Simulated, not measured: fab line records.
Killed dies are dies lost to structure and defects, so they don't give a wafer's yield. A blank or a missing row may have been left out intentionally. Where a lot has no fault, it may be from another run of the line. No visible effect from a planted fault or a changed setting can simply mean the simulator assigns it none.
A lot that was struck, set against a sound lot ; flow n5 finfet ; 40 out of 1938 route steps
Sound: wafers L452.2, L452.3, L452.4. Struck: wafer L464.3. (L464.1, L464.6 of the same lot were not struck and are left out.) The cause comes at the end.
Per side, at each step with rows, come the tool, then ch with its chambers, and then its first start. Under that, the readings that differ: sound wafers ; struck wafers ; difference of the means ; sigmas: that difference in standard deviations of wafers without a fault.
alike: words and numbers the same on both sides, and readings whose means are apart by under 2 such deviations; not compared: readings that were withheld, readings missing a value for some wafer, numbers with overlapping values and no deviation given by the record, and bounds like >300 which may hide the same value.
A row with sigmas, a row that says differs or no value, or rows on one side alone: a step with any of these is where the two part. Numbers that don't overlap but have no deviation are shown without sigmas and don't part them. Lack of a reading on every wafer of one side parts them only where that side has two or more wafers.

first, 11 steps without rows for these wafers: N5_STI_FIN_REVEAL_ALD_14 (deposits Si3N4, target thk 3 nm); N5_STI_FIN_REVEAL_FCVD_FILL_01 (material SiO2 flowable, target thk 312 nm, time 512.2 s); N5_STI_FIN_REVEAL_DENSIFY_02 (time 1800 s); N5_STI_FIN_REVEAL_CMP_04 (polishes, stops on Si3N4, t overpolish 4 s, target thk 131.83 nm); N5_STI_FIN_REVEAL_DENSIFY_30; N5_STI_FIN_REVEAL_ETCHBACK_08 (etches SiO2 in C4F6/O2, target depth 30.5 nm, time 10.167 s); N5_STI_FIN_REVEAL_STRIP_24 (strips in N2/H2, time 90 s); N5_STI_FIN_REVEAL_PRECLEAN_25 (cleans in SPM, time 90 s); N5_STI_FIN_REVEAL_PRECLEAN_26 (cleans in SC1, time 45 s); N5_STI_FIN_REVEAL_PRECLEAN_29 (cleans in DHF, time 30 s); N5_STI_FIN_REVEAL_SRD_12 (time 30 s).
N5_STI_FIN_REVEAL_RECESS_09: chemistry HF/NH3, target SiO2, afs cycles 11, target depth 42.5 nm, sublimation time 60 s.
  sound on vapor etch-01 ch 0,1, day 3 13:26; struck on vapor etch-01 ch 0, day 6 10:58
then, 10 steps without rows for these wafers: N5_STI_FIN_REVEAL_STRIP_16 (strips SiNx in H3PO4, target depth 23.8 nm); N5_STI_FIN_REVEAL_PRECLEAN_17 (cleans in NF3:NH3, afs cycles 1, time 20 s, sublimation time 60 s); N5_STI_FIN_REVEAL_ETCH_34 (etches Si in H2, material Si, target depth 0.97 nm); N5_STI_FIN_REVEAL_OXIDATION_31 (chemistry O2 PLASMA REMOTE, time 20 s); N5_STI_FIN_REVEAL_PRECLEAN_32 (cleans in NF3:NH3, afs cycles 1, time 20 s, sublimation time 60 s); N5_STI_FIN_REVEAL_STRIP_35 (strips Si3N4 in H3PO4, target depth 4 nm, time 39 s); N5_STI_FIN_REVEAL_SRD_21 (time 30 s); N5_STI_FIN_REVEAL_OXIDATION_33 (chemistry O2 PLASMA REMOTE, time 20 s); N5_STI_FIN_REVEAL_CLEAN_19 (cleans in O3/DIW, time 120 s); N5_STI_FIN_REVEAL_SRD_23 (time 30 s).
N5_STI_FIN_REVEAL_FIN_H_MEAS_10:
  sound: ocd-02 at day 3 16:11; struck: ocd-02 at day 6 15:17
reading;sound;struck;difference;sigmas
trench depth nm (nm);51.6 50.5 51.0;46.1;-4.9;-6
then, 15 steps without rows for these wafers: N5_STI_FIN_REVEAL_PRECLEAN_18 (cleans in SC2, time 45 s); N5_STI_FIN_REVEAL_SRD_28 (time 30 s); N5_DUMMY_GATE_PRECLEAN_00 (cleans in O3/DIW, time 60 s); N5_DUMMY_GATE_SRD_01 (time 30 s); N5_DUMMY_GATE_ALD_02 (deposits SiO2, target thk 2 nm, pulse time 1 s); N5_DUMMY_GATE_CVD_03 (deposits a-Si from SiH4, target thk 150 nm, time 8042 s); N5_DUMMY_GATE_PRECLEAN_46 (cleans in DIW, time 89.5 s); N5_DUMMY_GATE_SRD_47 (dry time 32 s); N5_DUMMY_GATE_CMP_04 (polishes a-Si); N5_DUMMY_GATE_HM_DEP_06 (deposits SiNx from DCS/NH3, target thk 80 nm, time 5141 s); N5_DUMMY_GATE_PECVD_30 (deposits SiO2 from TEOS/O2, target thk 55 nm, time 10.8 s); N5_DUMMY_GATE_COAT_34 (time 60 s, resist thk 60 nm); N5_DUMMY_GATE_COAT_35 (time 60 s, resist thk 10 nm); N5_DUMMY_GATE_COAT_28 (time 60 s, resist thk 10 nm); N5_DUMMY_GATE_COAT_09 (resist thk 30 nm).
-- here the record skips 6 days between the struck wafers' starts before and after, leaving off in module DUMMY_GATE and picking up in module BEOL_M4 (first step shown: number 1111 of the route) --
N5_BEOL_M4_RC_MEAS_101:
  sound on prober-02 ch 0, day 9 03:25; struck on prober-01 ch 0, day 12 04:24
reading;sound;struck;difference;sigmas
DIBL_N (mV/V);35.0 36.2 37.0;51.6;+15.5;+11
DIBL_P (mV/V);33.0 33.4 34.7;42.3;+8.6;+5
IOFF_N (nA/um);0.131 0.149 0.172;1.076;+0.925;+32
IOFF_N_85C (nA/um);2.6 3.0 3.3;15.8;+12.8;+28
IOFF_P (nA/um);0.19 0.20 0.22;0.44;+0.24;+7
IOFF_P_85C (nA/um);3.2 3.5 3.8;6.7;+3.2;+7
ION_N (uA/um);672 666 667;614;-54;-5
ION_P (uA/um);462 459 463;416;-45;-5
SS_N (mV/dec);71.1 71.5 71.5;90.2;+18.8;+33
SS_P (mV/dec);72.6 72.4 72.8;78.7;+6.1;+10
VT_P (mV);-250 -249 -248;-256;-7;-2
  alike: VT_N
-- the record jumps here: 4 days lie between the struck wafers' starts before and after (it left off in module BEOL_M4 and takes up again in module PASSIVATION, whose first step shown is number 1936 of the route) --
N5_PASSIVATION_PROBE_49:
  record: rows for the struck wafers here (prober-02, day 16 14:02), none for the sound ones

## WHERE THEY PART
At N5_STI_FIN_REVEAL_FIN_H_MEAS_10 first; at N5_PASSIVATION_PROBE_49 last (within this record only).

WHY: what the simulator had put in
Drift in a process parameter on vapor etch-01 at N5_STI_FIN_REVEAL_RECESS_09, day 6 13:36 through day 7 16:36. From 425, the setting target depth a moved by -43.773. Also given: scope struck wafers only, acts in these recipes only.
